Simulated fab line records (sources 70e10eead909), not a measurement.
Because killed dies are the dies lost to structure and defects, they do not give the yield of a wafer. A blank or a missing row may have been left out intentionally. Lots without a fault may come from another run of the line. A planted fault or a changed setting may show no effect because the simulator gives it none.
Chamber matching | flow nand harc | cmp-03 running NHARC_P_CONTACT_CMP_24: 4 sister chambers
The step polishes, t overpolish 30 s, target thk 200 nm. 8 wafers are shown with their chamber, then 12 later ones without.

== WAFERS, EACH WITH ITS CHAMBER ==
wafer  | chamber | motor current A (A) | time to endpoint s (s)
L084.4 | 2       | 13.2                | 42.2
L084.6 | 0       | 12.1                | 42.6
L086.1 | 1       | 12.3                | 36.2
L086.2 | 3       | 11.8                | 40.5
L086.6 | 2       | 13.1                | 38.2
L088.1 | 1       | 12.4                | 40.5
L088.2 | 3       | 11.8                | 47.3
L088.6 | 0       | 12.1                | 43.3

== WAFERS MISSING THEIR CHAMBER ==
wafer  | motor current A (A) | time to endpoint s (s)
L088.3 | 12.5                | 46.0
L088.4 | 13.6                | 43.6
L088.5 | 11.7                | 44.3
L091.1 | 12.1                | 36.9
L091.5 | 11.1                | 40.2
L091.6 | 11.8                | 44.3
L094.1 | 12.3                | 36.9
L094.2 | 11.5                | 38.3
L094.6 | 11.2                | 36.8
L097.1 | 11.1                | 38.2
L097.3 | 12.2                | 41.9
L097.6 | 12.4                | 33.3

== THE CHAMBER EACH PASSED THROUGH ==
wafer  | from the rows above     | in truth
L088.3 | 1                       | 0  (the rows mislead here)
L088.4 | 2                       | 2
L088.5 | 3                       | 3
L091.1 | 0                       | 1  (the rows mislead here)
L091.5 | 3                       | 3
L091.6 | 3                       | 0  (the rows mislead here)
L094.1 | 1                       | 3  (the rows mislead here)
L094.2 | 3                       | 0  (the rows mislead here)
L094.6 | 3                       | 3
L097.1 | 3                       | 3
L097.3 | can't be placed: 0 or 1 | 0
L097.6 | 1                       | 1
6 of 12 placed correctly. From these rows, 1 cannot be placed; in 1 the true chamber is one of the candidates. Number placed wrongly: 5.
How it was worked out, from the rows above alone: a wafer's distance from a chamber is the root of the sum, over the readings, of the square of ((its reading less the chamber's mean) divided by the reading's scatter). If the next closest chamber is less than 2 further off than the closest, the wafer can't be placed; otherwise it belongs to the closest. A chamber's mean is the mean of its shown wafers. The scatter is the square root of a quotient: the sum, over the shown wafers, of each reading's squared deviation from its chamber's mean, divided by wafers minus chambers.
